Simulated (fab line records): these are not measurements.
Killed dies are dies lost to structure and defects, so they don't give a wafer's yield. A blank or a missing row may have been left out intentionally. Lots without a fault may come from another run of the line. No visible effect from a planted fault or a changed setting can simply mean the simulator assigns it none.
Matching of chambers    flow n5-finfet    4 sister chambers for N5_HKMG_FIN_ETCH_35 on rie-diel-01
The step etches SOC in N2/H2, target depth 215.8 nm, time 243.4 s. 14 wafers are shown with their chamber, then 7 later ones without.

== WAFERS WITH THEIR CHAMBER ==
wafer   chamber  drypump-motor-current-A (A)  showerhead-plenum-p-Torr (Torr)  throttle-valve-pct (%)
L079.1  1        5.1                          2.64                             17.87
L079.3  2        4.8                          2.45                             17.99
L079.5  1        5.1                          2.64                             17.86
L084.1  0        5.9                          2.54                             17.68
L084.3  3        6.2                          2.69                             17.50
L084.6  1        5.1                          2.63                             17.87
L085.2  1        5.1                          2.63                             17.86
L085.3  2        4.8                          2.44                             17.99
L085.6  0        5.8                          2.54                             17.68
L086.2  0        5.8                          2.54                             17.69
L086.3  1        5.1                          2.63                             17.88
L086.4  2        4.8                          2.44                             18.02
L087.2  3        6.2                          2.69                             17.49
L087.4  1        5.1                          2.63                             17.90

SIGNATURES (averages over the wafers above)
reading                   chamber 0  chamber 1  chamber 2  chamber 3  scatter within a chamber
drypump-motor-current-A   5.833      5.100      4.800      6.200      0.0258
showerhead-plenum-p-Torr  2.5400     2.6333     2.4433     2.6900     0.00447
throttle-valve-pct        17.6833    17.8733    18.0000    17.4950    0.0136
Rule: for each reading, subtract the chamber's mean from the wafer's reading, divide by that reading's scatter and square the result; add these up over the readings and take the root, which gives the wafer's distance from the chamber. The wafer belongs to the nearest chamber; if the next one is less than 2 further off, it can't be placed. The scatter: the root of (the sum of the squares of (reading less its chamber's mean) over the shown wafers, divided by (wafers less chambers)).

== WAFERS WITHOUT THEIR CHAMBER ==
wafer   drypump-motor-current-A (A)  showerhead-plenum-p-Torr (Torr)  throttle-valve-pct (%)
L087.6  6.2                          2.69                             17.50
L096.1  6.2                          2.68                             17.51
L096.2  5.1                          2.62                             17.93
L096.3  5.8                          2.53                             17.72
L097.1  5.1                          2.62                             17.93
L097.4  6.2                          2.68                             17.51
L097.5  6.2                          2.68                             17.54

== THE CHAMBER EACH PASSED THROUGH ==
wafer   from the rows above  in truth
L087.6  3                    3
L096.1  3                    3
L096.2  1                    1
L096.3  0                    0
L097.1  1                    1
L097.4  3                    3
L097.5  3                    3
7 of 7 placed correctly. Left unplaced by these rows: 0. Wrongly placed: 0.
